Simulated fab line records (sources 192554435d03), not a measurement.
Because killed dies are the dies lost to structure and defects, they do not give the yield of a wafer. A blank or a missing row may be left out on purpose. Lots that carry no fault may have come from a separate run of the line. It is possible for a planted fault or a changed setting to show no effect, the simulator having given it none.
Comparing a struck lot with a sound one :: flow n5_finfet :: 36 steps out of a route of 1938
Sound: these wafers, L391.1, L391.2, L391.4. Struck: wafer L394.4 (L394.3, L394.6, from the same lot, were not struck and are left out); the cause is given at the end.
Order at every step that has rows: each side's tool, ch and its chambers, its first start. Under that, the readings that differ: sound wafers :: struck wafers :: difference of the means :: sigmas: that difference in standard deviations of wafers without a fault.
alike: words and numbers the same on both sides, and readings whose means are apart by under 2 such deviations; not compared: readings that were withheld, readings missing a value for some wafer, numbers with overlapping values and no deviation given by the record, and bounds like >300 which may hide the same value.
A row with sigmas, a row that says differs or no value, or rows on one side alone: a step with any of these is where the two part. Non-overlapping numbers with no deviation appear without sigmas and do not part them. Lack of a reading on every wafer of one side parts them only where that side has two or more wafers.

first, 9 steps without rows for these wafers: N5_PMOS_HMC_CHANNEL_EPI_EPI_26 (deposits Si from SiH4/H2, target thk 3.8 nm, time 22.7 s); N5_FIN_SAQP_PRECLEAN_42 (cleans in O3/DIW, time 60 s); N5_FIN_SAQP_PRECLEAN_00 (cleans in SC1, time 60 s); N5_FIN_SAQP_PRECLEAN_44 (cleans in SC2, time 45 s); N5_FIN_SAQP_SRD_01 (time 30 s); N5_FIN_SAQP_ALD_61 (deposits SiO2, target thk 4 nm, pulse time 1 s, purge time 2 s); N5_FIN_SAQP_DENSIFY_62 (time 60 s); N5_FIN_SAQP_HM_DEP_03 (deposits SiNx from SiH4/NH3/N2, target thk 38 nm, time 33.6 s); N5_FIN_SAQP_PECVD_47 (deposits a-Si from SiH4/He, target thk 45 nm, time 36.3 s).
N5_FIN_SAQP_PECVD_48: deposits SiNx from SiH4/NH3/N2, target thk 25 nm, time 22.1 s.
  sound on pecvd-04 ch 0,2, day 4 09:56; struck on pecvd-04 ch 2, day 5 04:28
reading: model.SiNx_of_FIN_SAQP_PECVD_48.thk_nm (nm)
sound: 24.64 24.66 25.2
struck: 38.13
difference: +13.30
sigmas: 
  alike: heater_power_w, showerhead_plenum_p_Torr, throttle_valve_pct
then, 16 steps without rows for these wafers: N5_FIN_SAQP_PECVD_06 (deposits a-Si from SiH4/He, target thk 60 nm, time 48.1 s); N5_FIN_SAQP_HM_DEP_72 (deposits SiO2 from SiH4/N2O, target thk 12 nm, time 7.2 s); N5_FIN_SAQP_COAT_49 (time 60 s, resist thk 100 nm); N5_FIN_SAQP_COAT_50 (time 60 s, resist thk 35 nm); N5_FIN_SAQP_COAT_10 (resist thk 90 nm); N5_FIN_SAQP_EBR_12; N5_FIN_SAQP_SOFTBAKE_11 (time 60 s); N5_FIN_SAQP_EXPOSE_13 (exposes mask FIN CORE, target cd 35.6 nm); N5_FIN_SAQP_PEB_14 (peb time 60 s); N5_FIN_SAQP_DEVELOP_15 (develop time 30 s); N5_FIN_SAQP_DESCUM_21 (chemistry O2, time 7.9 s); N5_FIN_SAQP_ETCH_51 (etches SiARC in CF4, target depth 45.5 nm, time 75.8 s); N5_FIN_SAQP_ETCH_52 (etches SOC in N2/H2, target depth 100 nm, overetch 20 nm, time 150 s); N5_FIN_SAQP_STRIP_53 (strips in N2/H2); N5_FIN_SAQP_HM_OPEN_73 (chemistry CHF3/O2, target SiO2, stops on a-Si, target depth 12 nm, time 16.8 s); N5_FIN_SAQP_STRIP_74 (strips in CHF3/O2).
N5_FIN_SAQP_MANDREL_ETCH_22: etches a-Si in HBr/Cl2, stops on SiNx, target depth 60 nm, bt time 10 s, time 30 s.
  sound on rie_si-01 ch 1,2,3, day 4 10:58; struck on rie_si-01 ch 1, day 5 05:23
reading: model.SiNx_of_FIN_SAQP_PECVD_48.thk_nm (nm)
sound: 24.64 24.49 25.12
struck: 37.96
difference: +13.21
sigmas: 
  alike: chamber_pressure_mTorr, drypump_motor_current_A, oes_product_au, throttle_valve_pct
  not compared: rf_hours_counter_h
then, 7 steps without rows for these wafers: N5_FIN_SAQP_STRIP_55 (strips in N2/H2); N5_FIN_SAQP_STRIP_23 (strips in SPM, time 750 s); N5_FIN_SAQP_SRD_66 (time 30 s); N5_FIN_SAQP_RECESS_75 (chemistry HF/NH3, target SiO2, target depth 14.4 nm, afs cycles 3, sublimation time 60 s); N5_FIN_SAQP_SPACER1_ALD_24 (deposits SiO2, target thk 20.3 nm, pulse time 1 s, purge time 2 s); N5_FIN_SAQP_SPACER1_ETCHBACK_25 (etches SiO2 in CHF3/O2, target depth 24.4 nm, time 12.2 s); N5_FIN_SAQP_MANDREL1_REMOVE_56 (chemistry HBr/Cl2/O2, target a-Si, stops on SiNx, bt time 10 s).
N5_FIN_SAQP_ETCH_57: etches SiNx in CH3F/O2, target depth 32.5 nm, time 46.4 s.
  sound on rie_diel-01 ch 0,1,3, day 4 12:49; struck on rie_diel-01 ch 1, day 5 07:11
reading: etch_rf_on_time_s (s)
sound: 46.6 47.0 46.5
struck: 72.2
difference: +25.5
sigmas: +26

reading: model.etch.depth_nm (nm)
sound: 24.64 24.49 25.12
struck: 37.96
difference: +13.21
sigmas: 
  alike: chamber_pressure_mTorr, drypump_motor_current_A, mfc_ar_sccm, oes_product_au, rf_vpp_V, showerhead_plenum_p_Torr, throttle_valve_pct
  not compared: rf_hours_counter_h
-- a jump in the record: the struck wafers' starts before and after are 8 days apart (it breaks off in module FIN_SAQP and resumes in module BEOL_M4, where the first step shown is number 1111 of the route) --
N5_BEOL_M4_RC_MEAS_101:
  sound on prober-01 ch 0, day 13 00:10; struck on prober-02 ch 0, day 13 16:31
  alike: DIBL_N, DIBL_P, IOFF_N, IOFF_P, ION_N, ION_P, SS_N, SS_P, VT_N, VT_P

== WHERE THEY PART ==
Within this record, at N5_FIN_SAQP_ETCH_57 only. Later steps at which nothing parts them and some readings are alike: N5_BEOL_M4_RC_MEAS_101.

WHY: whatever the simulator had introduced
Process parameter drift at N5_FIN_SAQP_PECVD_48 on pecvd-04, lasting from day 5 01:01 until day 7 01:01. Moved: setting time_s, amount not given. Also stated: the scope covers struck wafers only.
